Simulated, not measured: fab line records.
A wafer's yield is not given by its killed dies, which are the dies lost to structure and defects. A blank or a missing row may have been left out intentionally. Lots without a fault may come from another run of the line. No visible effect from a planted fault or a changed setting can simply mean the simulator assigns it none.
Struck lot and sound lot, side by side -- flow n5-finfet -- 40 steps out of a route of 1938
Sound: the wafers L470.1, L470.4, L470.6. Struck: wafer L455.4; the same lot's L455.2 was not struck, so it is left out; see the end for the cause.
Per side, at each step with rows, come the tool, then ch with its chambers, and then its first start. Under that, the readings that differ: sound wafers -- struck wafers -- difference of the means -- sigmas: that difference in standard deviations of wafers without a fault.
alike: same words and numbers on both sides, and readings whose means sit less than 2 such deviations apart. not compared: any withheld reading, any reading some wafer has no value for, any bound like >300 that may hide the same value, and any number with overlapping values for which the record gives no deviation.
Wherever a step has rows on one side only, a row that says differs or no value, or a row with sigmas, the two part there. When numbers do not overlap yet have no deviation, they are printed without sigmas and do not part them. A reading that every wafer of one side lacks parts them only if that side has two wafers or more.

first, 11 steps without rows for these wafers: N5_HKMG_FIN_STRIP_60 (strips in N2/H2, time 360 s); N5_HKMG_FIN_WET_ETCH_77 (etches La2O3 in dHCl, stops on HfO2, target depth 2 nm); N5_HKMG_FIN_WET_ETCH_78 (etches Al2O3 in dNH4OH, stops on La2O3, target depth 4.5 nm, rinse time 30 s); N5_HKMG_FIN_ALD_79 (deposits TiN, target thk 1.5 nm, pulse time 1 s, purge time 3 s); N5_HKMG_FIN_CVD_62 (deposits a-Si from Si2H6, target thk 3 nm, time 20.8 s); N5_HKMG_FIN_RTA_80 (time 2 s); N5_HKMG_FIN_PRECLEAN_64 (cleans in dHF, time 30 s); N5_HKMG_FIN_WET_ETCH_65 (etches a-Si in TMAH, stops on TiN, time 49 s, target depth 3 nm); N5_HKMG_FIN_WET_ETCH_81 (etches TiN in SC1, stops on HfO2, time 57 s, target depth 6 nm); N5_HKMG_FIN_WET_ETCH_82 (etches La2O3 in dHCl, stops on HfO2, target depth 2 nm, rinse time 30 s); N5_HKMG_FIN_ALD_36 (deposits TiN, target thk 1 nm, pulse time 1 s, purge time 3 s).
N5_HKMG_FIN_PWFM_ALD_03: deposits TiN, target thk 2 nm, pulse time 1 s, purge time 3 s.
  sound on ald-metal-02 ch 0,3, day 9 21:57; struck on ald-metal-02 ch 0, day 6 03:53
reading,sound,struck,difference,sigmas
ald-cycles,91 91 91,127,+36,
model.TiN_of_HKMG_FIN_PWFM_ALD_03.thk-nm (nm),2 2 2,2.8,+0.8,
  alike: heater-power-w, precursor-pulse-height-rel
  not compared: since-wet-clean-h
then, 26 steps without rows for these wafers: N5_HKMG_FIN_COAT_29 (time 60 s, resist thk 300 nm); N5_HKMG_FIN_COAT_30 (time 60 s, resist thk 35 nm); N5_HKMG_FIN_COAT_06 (resist thk 90 nm); N5_HKMG_FIN_EBR_08; N5_HKMG_FIN_SOFTBAKE_07 (time 60 s); N5_HKMG_FIN_EXPOSE_09 (exposes mask NWFM); N5_HKMG_FIN_PEB_10 (peb time 60 s); N5_HKMG_FIN_DEVELOP_11 (develop time 30 s); N5_HKMG_FIN_DESCUM_17 (chemistry O2, time 7.9 s); N5_HKMG_FIN_ETCH_31 (etches SiARC in CF4, target depth 45.5 nm, time 75.8 s); N5_HKMG_FIN_ETCH_32 (etches SOC in N2/H2, target depth 240 nm, time 300 s); N5_HKMG_FIN_STRIP_33 (strips in N2/H2); N5_HKMG_FIN_STRIP_34 (strips in CF4); N5_HKMG_FIN_ETCH_35 (etches SOC in N2/H2, target depth 215.8 nm, time 243.4 s); N5_HKMG_FIN_STRIP_92 (strips SOC in N2/H2, time 20 s); N5_HKMG_FIN_WET_ETCH_18 (etches TiN in SC1, time 55 s, target depth 5.2 nm, rinse time 30 s); N5_HKMG_FIN_STRIP_19 (strips in N2/H2, time 360 s); N5_HKMG_FIN_ALD_91 (deposits TiN, target thk 1 nm, pulse time 1 s, purge time 3 s); N5_HKMG_FIN_COAT_85 (time 60 s, resist thk 300 nm); N5_HKMG_FIN_ETCH_86 (etches SOC in N2/H2, stops on TiN, target depth 393.2 nm); N5_HKMG_FIN_STRIP_89 (strips SOC in N2/H2, time 20 s); N5_HKMG_FIN_WET_ETCH_87 (etches TiN in SC1, time 154.2 s, target depth 4.7 nm, rinse time 30 s); N5_HKMG_FIN_STRIP_88 (strips in N2/H2, time 360 s); N5_HKMG_FIN_NWFM_ALD_20 (deposits TiAlC, target thk 2 nm, pulse time 3 s, purge time 2 s); N5_HKMG_FIN_ALD_71 (deposits TiN, target thk 1 nm, pulse time 1 s, purge time 3 s); N5_HKMG_FIN_COAT_66 (time 60 s, resist thk 300 nm).
-- the record jumps here: 4 days lie between the struck wafers' starts before and after (it left off in module HKMG_FIN and takes up again in module BEOL_M4, whose first step shown is number 1111 of the route) --
N5_BEOL_M4_RC_MEAS_101:
  sound on prober-01 ch 0, day 14 06:17; struck on prober-01 ch 0, day 10 04:59
reading,sound,struck,difference,sigmas
IOFF_P (nA/um),0.24 0.22 0.22,0.54,+0.31,+9
IOFF_P_85C (nA/um),4.2 3.8 3.8,8.0,+4.1,+8
IOFF_P_LIN (nA/um),0.112 0.103 0.105,0.248,+0.141,+11
IOFF_P_LONG (nA/um),0.000109 0.000102 0.000109,0.000177,+0.000070,+9
ION_P (uA/um),467 459 456,507,+46,+6
SS_N (mV/dec),72.1 71.9 72.2,70.7,-1.4,-2
VT_P (mV),-247.2 -250.4 -249.7,-225.9,+23.2,+8
VT_P_LONG (mV),-276.7 -276.4 -275.6,-256.1,+20.1,+8
VT_P_LVT (mV),-99.6 -100.8 -101.2,-74.3,+26.2,+9
  alike: DIBL_N, DIBL_P, IOFF_N, ION_N, SS_P, VT_N
-- record jumps: 5 days separate the struck wafers' starts on either side; left off in module BEOL_M4, taken up again in module PASSIVATION, whose first shown step is the route's number 1936 --
N5_PASSIVATION_PROBE_49:
  struck on prober-02, day 14 18:10; sound on prober-01, day 19 05:21
reading,sound,struck,difference,sigmas
killed-at-contacts,8 8 5,19,+12,+2
sort_bin_4_leakage (%),0 0 0,16.27,+16.27,+99 or more
sort-n-pass,1077 1069 1074,889,-184,-11
sort-yield-pct (%),91.3 90.6 91.0,75.3,-15.7,-11
  alike: defect-limited-yield, killed_at_M0_to_M3, killed_at_M4_up, killed-at-front-end, killed-at-other, killed-dies, killed-on-rim, killed-open, killed-short, sort_bin_5_function, sort_bin_6_memory

## WHERE THEY PART
At N5_BEOL_M4_RC_MEAS_101 first; at N5_PASSIVATION_PROBE_49 last (within this record only).

WHY: what had been put in by the simulator
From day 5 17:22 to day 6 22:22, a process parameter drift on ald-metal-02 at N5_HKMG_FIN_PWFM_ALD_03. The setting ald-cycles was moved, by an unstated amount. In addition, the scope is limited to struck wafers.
